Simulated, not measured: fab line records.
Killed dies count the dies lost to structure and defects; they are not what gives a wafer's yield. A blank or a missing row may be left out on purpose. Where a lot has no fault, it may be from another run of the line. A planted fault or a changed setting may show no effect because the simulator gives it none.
fab line records | flow nand_harc
record: lots: 12 wafers: 36 last_day: 24
route steps=1159 shown A_WL_FILL@823 A_CONTACT@849
lots that met no fault: taken from a fault-free run of the same line
start_h: start of the lot's first displayed wafer, in hours after the record's first day | wait_h: how many hours have passed since the lot's step before this one | " as in the row above | L1.1+2: a row that stands for several wafers | - no value, or no start given | * or withheld: withheld | < > ~ a bound
route shown NAME@n: NAME is a module with steps in the file, n the number in the route of the first one | usual: mean/standard deviation of fault-free wafers | same: alike in all rows | chamber/n: place in a boat | sites: per-site readings | _std_site: the standard deviation of these | _edge_site: mean of outer sites minus mean of inner sites | radius_mm: for every site, how far away it sits from the centre of the wafer | mask NAME#n: copy n | behind: the last tool/chamber to shape the wafer | hold: what put the lot on hold/how long, in hours/how the hold closed | device: names the non-switching transistor (n, p or np) | end of line: tests run on the same wafers once the route is complete | where a step has no rows: the recipe by itself | killed: dies lost to structure and defects at the first sort, not the wafer's yield | map: a wafer's dies, marking killed ones x, the rest . and places with no die _
set.NAME: the setting the step ran with; set.NAME@STEP: the setting that earlier step ran with | model.NAME: the simulator's own value behind a step, which no gauge read
steps of the route over a sample of lots; a table a step, a row a wafer
services: from which hour (start_h, from the record's first day; less than 0 if before it) a tool's chamber was out of use, for how many hours, and why
== steps ==
step: NHARC_A_WL_FILL_ETCHBACK_16
recipe: target_depth_a: 880 time_s: 17.6 c4f8_flow_sccm: withheld o2_flow_sccm: 8 ar_flow_sccm: withheld rf_w: 600 bias_w: 800 chemistry: C4F8/O2/Ar
usual: oes_product_au: 0.99/0.03 rf_vpp_V: 722/3.4
columns lot.wafer tool chamber start_h wait_h oes_product_au rf_hours_counter_h rf_vpp_V
L484.1 rie_diel-10 0 - - 1.00 10.7 721
L484.2 " 3 " " 1.03 11.2 719
L484.6 " 1 " " 1.01 - 728
L488.2 rie_diel-10 0 - - 1.02 0 720
L488.1 " 1 " " 1.02 0 728
L488.5 " 3 " " 1.01 - 720
L487.4 rie_diel-11 0 - - 0.92 4.1 722
L487.3 " 1 " " 0.93 3.7 717
L487.5 " 3 " " 0.91 - 725
L490.4 rie_diel-09 1 - - 1.00 4.5 725
L490.1 " 2 " " 1.00 4.7 723
L490.6 " 2 " " 0.99 - 721
L489.3 rie_diel-09 2 - - 0.99 4.8 723
L489.6 " 2 " " 0.98 - 721
L489.5 " 3 " " 1.00 - 721
L492.3 rie_diel-09 0 - - 0.94 3.7 716
L492.1 " 3 " " 0.97 4.3 721
L492.5 " 0 " " 0.95 - 717
L491.2 rie_diel-11 2 - - 1.01 0.8 725
L491.1 " 0 " " 1.00 0.8 722
L491.5 " 2 " " 1.00 - 726
L494.4 rie_diel-11 2 - - 0.99 0.8 726
L494.1 " 3 " " 0.98 0.9 724
L494.5 " 2 " " 1.00 - 728
L500.2 rie_diel-09 3 - - 1.01 0 720
L500.4 " 1 " " 1.00 0 724
L500.6 " 0 " " 1.00 - 717
L504.4 rie_diel-11 0 - - 1.00 2.1 722
L504.3 " 1 " " 0.99 1.9 717
L504.6 " 2 " " 0.99 - 726
L507.2 rie_diel-11 2 - - 0.94 2.6 728
L507.1 " 1 " " 0.92 2.4 714
L507.6 " 3 " " 0.90 - 725
L506.1 rie_diel-11 3 - - 0.99 2.9 725
L506.4 " 2 " " 1.01 2.8 728
L506.6 " 0 " " 1.00 - 722
step: NHARC_A_WL_FILL_STRIP_29
recipe: time_s: 20 o2_flow_sccm: 500 ar_flow_sccm: 0 bias_w: 0 chemistry: O2
usual: drypump_motor_current_A: 5.4/0.31 mfc_ar_sccm: 0.007/0.0097 oes_product_au: 1.002/0.011 rf_vpp_V: 57.7/0.92 showerhead_plenum_p_Torr: 3.49/0.11 throttle_valve_pct: 17.037/0.01
columns lot.wafer tool chamber start_h wait_h drypump_motor_current_A mfc_ar_sccm oes_product_au rf_hours_counter_h rf_vpp_V showerhead_plenum_p_Torr throttle_valve_pct
L484.2 rie_diel-10 2 350.04 0.1 5.3 0.028 1.016 12.2 57.6 3.48 17.018
L484.1 " 3 " " 5.5 0 1.013 11.2 57.5 3.40 17.039
L484.6 " 0 " " 5.5 0 1.009 - 58.0 3.47 17.034
L488.1 rie_diel-10 3 363.39 0.1 5.5 0 1.022 0.0 58.2 3.40 17.025
L488.2 " 0 " " 5.5 0 1.020 0.0 57.4 3.47 17.035
L488.5 " 2 " " 5.3 0.028 1.000 - 58.7 3.48 17.032
L487.3 rie_diel-11 0 363.52 0.1 5.8 0.005 0.996 4.1 57.1 3.48 17.049
L487.4 " 1 " " 5.5 0 1.004 3.7 58.1 3.31 17.032
L487.5 " 3 " " 5.0 0.023 0.985 - 57.1 3.58 17.034
L490.4 rie_diel-09 0 378.87 0.1 4.9 0.019 0.995 3.7 56.8 3.32 17.058
L490.1 " 2 " " 5.0 0.010 0.991 4.8 58.4 3.50 17.042
L490.6 " 1 " " 6.1 0 1.004 - 57.6 3.54 17.044
L489.3 rie_diel-09 2 379.89 0.1 5.0 0.010 0.996 4.8 57.5 3.50 17.041
L489.5 " 3 " " 5.2 0 1.019 - 56.9 3.42 17.037
L489.6 " 0 " " 4.9 0.019 0.990 - 57.3 3.32 17.020
L492.3 rie_diel-09 0 386.73 0.1 5.0 0.019 0.991 3.8 57.1 3.32 17.031
L492.1 " 2 " " 5.0 0.010 0.999 4.8 56.4 3.50 17.042
L492.5 " 3 " " 5.1 0 1.007 - 58.8 3.42 17.045
L491.2 rie_diel-11 2 408.52 0.1 5.5 0 1.003 0.8 56.8 3.65 17.042
L491.1 " 1 " " 5.5 0 1.003 0.7 56.2 3.31 17.043
L491.5 " 2 " " 5.6 0 0.996 - 56.6 3.66 17.023
L494.4 rie_diel-11 2 414.34 0.1 5.6 0 1.019 0.8 58.4 3.65 17.036
L494.1 " 3 " " 5.1 0.023 0.980 0.9 57.7 3.57 17.029
L494.5 " 0 " " 5.8 0.005 0.997 - 56.5 3.48 17.053
L500.4 rie_diel-09 3 443.77 0.1 5.2 0 1.000 0.0 58.7 3.42 17.013
L500.2 " 0 " " 4.9 0.019 1.003 0.0 57.7 3.32 17.018
L500.6 " 2 " " 5.0 0.010 1.016 - 58.4 3.50 17.042
L504.4 rie_diel-11 1 459.11 0.1 5.5 0 1.013 1.9 56.2 3.31 17.054
L504.3 " 3 " " 5.1 0.023 0.995 2.2 56.6 3.57 17.035
L504.6 " 1 " " 5.5 0 1.007 - 59.5 3.31 17.031
L507.2 rie_diel-11 3 476.44 0.1 5.0 0.023 0.988 2.6 58.3 3.57 17.029
L507.1 " 1 " " 5.5 0 1.012 2.4 58.2 3.31 17.038
L507.6 " 2 " " 5.6 0 1.006 - 60.2 3.65 17.068
L506.1 rie_diel-11 2 486.00 0.1 5.6 0 1.005 2.8 56.8 3.65 17.035
L506.4 " 3 " " 5.1 0.023 0.995 2.9 58.3 3.57 17.025
L506.6 " 1 " " 5.5 0 1.017 - 56.6 3.31 17.039
step: NHARC_A_CONTACT_SOFTBAKE_37
recipe: temp_c: 105 time_s: 55
usual: heater_power_total_W: 188.45/0.13
columns lot.wafer tool chamber start_h wait_h heater_power_total_W
L484.1 litho_track-06 0 369 - 188.34
L484.2 " 0 " " 188.37
L484.6 " 0 " " 188.66
L487.3 litho_track-01 0 381 - 188.44
L487.4 " 0 " " 188.36
L487.5 " 0 " " 188.71
L488.1 litho_track-06 0 381 - 188.39
L488.2 " 0 " " 188.34
L488.5 " 0 " " 188.41
L490.1 litho_track-06 0 393 - 188.44
L490.4 " 0 " " 188.50
L490.6 " 0 " " 188.38
L489.3 litho_track-04 0 398 - 188.39
L489.5 " 0 " " 188.52
L489.6 " 0 " " 188.71
L492.1 litho_track-01 0 411 - 188.46
L492.3 " 0 " " 188.38
L492.5 " 0 " " 188.43
L491.1 litho_track-01 0 424 - 188.33
L491.2 " 0 " " 188.48
L491.5 " 0 " " 188.49
L494.1 litho_track-06 0 432 - 188.45
L494.4 " 0 " " 188.31
L494.5 " 0 " " 188.43
L500.2 litho_track-06 0 460 - 215.89
L500.4 " 0 " " 215.63
L500.6 " 0 " " 216.12
L504.3 litho_track-06 0 478 - 215.55
L504.4 " 0 " " 215.75
L504.6 " 0 " " 216.10
L507.1 litho_track-01 0 495 - 188.41
L507.2 " 0 " " 188.33
L507.6 " 0 " " 188.36
L506.1 litho_track-04 0 501 - 188.30
L506.4 " 0 " " 188.39
L506.6 " 0 " " 188.64
step: NHARC_A_CONTACT_ETCH_50
recipe: target_depth_a: 847 time_s: 42.4 cf4_flow_sccm: 100 chf3_flow_sccm: 30 ar_flow_sccm: 0 rf_w: 500 bias_w: 200 chemistry: CF4/CHF3
usual: drypump_motor_current_A: 5.7/0.43 mfc_ar_sccm: 0.014/0.016 oes_product_au: 0.944/0.022 rf_vpp_V: 369.6/2.1 showerhead_plenum_p_Torr: 1.54/0.054 throttle_valve_pct: 16.801/0.0091
columns lot.wafer tool chamber start_h wait_h drypump_motor_current_A mfc_ar_sccm oes_product_au rf_hours_counter_h rf_vpp_V showerhead_plenum_p_Torr throttle_valve_pct
L484.2 rie_diel-03 0 - - 6.3 0 0.928 31 369.5 1.52 16.809
L484.1 " 3 " " 5.6 0.035 0.921 32 366.4 1.47 16.812
L484.6 " 3 " " 5.6 0.035 0.928 - 366.5 1.47 16.786
L487.3 rie_diel-06 1 - - 5.8 0 0.905 49 371.5 1.62 16.797
L487.5 " 1 " " 5.9 0 0.910 - 372.4 1.62 16.814
L487.4 " 3 " " 6.1 0 0.920 - 373.1 1.63 16.812
L488.2 rie_diel-06 1 - - 5.8 0 0.909 50 372.4 1.62 16.786
L488.1 " 3 " " 6.1 0 0.931 47 372.5 1.63 16.797
L488.5 " 0 " " 5.2 0.028 0.920 - 368.3 1.54 16.804
L490.4 rie_diel-12 3 - - 4.7 0 0.946 3 368.2 1.52 16.802
L490.1 " 0 " " 5.8 0.018 0.950 3 370.4 1.56 16.805
L490.6 " 2 " " 5.4 0 0.947 - 371.2 1.56 16.807
L489.3 rie_diel-12 1 - - 6.0 0 0.941 5 372.2 1.62 16.811
L489.5 " 1 " " 6.0 0 0.940 - 373.6 1.62 16.799
L489.6 " 2 " " 5.4 0 0.970 - 369.9 1.56 16.791
L492.1 rie_diel-12 2 - - 5.5 0 0.970 10 369.3 1.56 16.810
L492.3 " 3 " " 4.7 0 0.951 10 368.4 1.52 16.808
L492.5 " 3 " " 4.7 0 0.947 - 369.4 1.52 16.811
L491.2 rie_diel-03 1 - - 5.7 0.042 0.915 4 371.1 1.60 16.791
L491.1 " 2 " " 5.3 0.021 0.938 3 368.1 1.49 16.804
L491.5 " 2 " " 5.3 0.021 0.946 - 367.3 1.49 16.803
L494.4 rie_diel-03 3 - - 5.6 0.035 0.946 6 365.5 1.47 16.808
L494.1 " 0 " " 6.3 0 0.942 6 369.9 1.52 16.800
L494.5 " 0 " " 6.3 0 0.938 - 369.0 1.52 16.786
L500.4 rie_diel-03 3 - - 5.6 0.035 0.969 14 366.2 1.46 16.803
L500.2 " 1 " " 5.7 0.042 0.986 13 372.1 1.60 16.804
L500.6 " 2 " " 5.3 0.021 0.987 - 368.4 1.48 16.806
L504.3 rie_diel-12 3 - - 4.7 0 0.918 37 368.2 1.51 16.818
L504.4 " 0 " " 5.8 0.018 0.916 34 369.2 1.55 16.805
L504.6 " 1 " " 6.0 0 0.904 - 372.6 1.61 16.795
L507.2 rie_diel-12 3 - - 4.7 0 0.930 41 367.5 1.51 16.806
L507.1 " 0 " " 5.8 0.018 0.926 37 369.9 1.55 16.792
L507.6 " 0 " " 5.8 0.018 0.934 - 370.2 1.55 16.803
L506.4 rie_diel-12 2 - - 5.4 0 0.948 41 370.5 1.55 16.785
L506.1 " 0 " " 5.8 0.018 0.939 40 369.6 1.55 16.801
L506.6 " 3 " " 4.7 0 0.932 - 369.0 1.51 16.802
== services ==
columns tool chamber start_h hours kind
rie_diel-09 0 336.09 15.1 repair
rie_diel-11 0 345.51 - clean
rie_diel-11 1 346.25 7.7 repair
rie_diel-10 - 353.50 9.0 pm
rie_diel-11 - 366.51 9.0 pm
rie_diel-10 - 369.04 0.5 repair
rie_diel-12 2 373.74 7.6 repair
rie_diel-12 - 379.46 9.0 pm
rie_diel-06 2 381.35 7.2 repair
rie_diel-03 - 392.33 9.0 pm
rie_diel-09 2 408.98 4.2 repair
rie_diel-06 3 412.97 5.3 repair
rie_diel-06 0 415.46 5.6 repair
rie_diel-06 - 418.30 9.0 pm
rie_diel-10 - 426.76 0.2 repair
rie_diel-12 2 429.66 12.4 repair
rie_diel-09 - 431.38 9.0 pm
litho_track-01 - 443.00 7.0 pm
rie_diel-03 - 458.90 0.2 repair
litho_track-06 - 467.00 7.0 pm
rie_diel-12 0 470.14 6.4 repair
rie_diel-12 1 473.86 5.9 repair
litho_track-04 - 491.00 7.0 pm
rie_diel-10 2 502.32 4.0 repair
== key ==
first_sign: step: NHARC_A_CONTACT_SOFTBAKE_37 reading: heater_power_total_W direction: up sigmas: 99+ usual: * struck: *
effect none on later readings
met_at NHARC_A_CONTACT_SOFTBAKE_37
struck_lots L500,L504
tester_left_out L500,L504
not_acting_at NHARC_A_WL_FILL_ETCHBACK_16,NHARC_A_WL_FILL_STRIP_29,NHARC_A_CONTACT_ETCH_50
onset_between 432 460
fault: kind: process_parameter_drift tool: litho_track-06 chamber: - onset_h: 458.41 steps: NHARC_A_CONTACT_SOFTBAKE_37 channel: time_s offset: * shape: step end_h: 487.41 acts_in: * stated: *
tester_left_out: of these lots the tester's yield and bins aren't shown, on N5 and GAA mostly nor the transistor test; their killed dies are dies lost to structure and defects alone, not to doping, threshold or leakage, so they don't give the yield
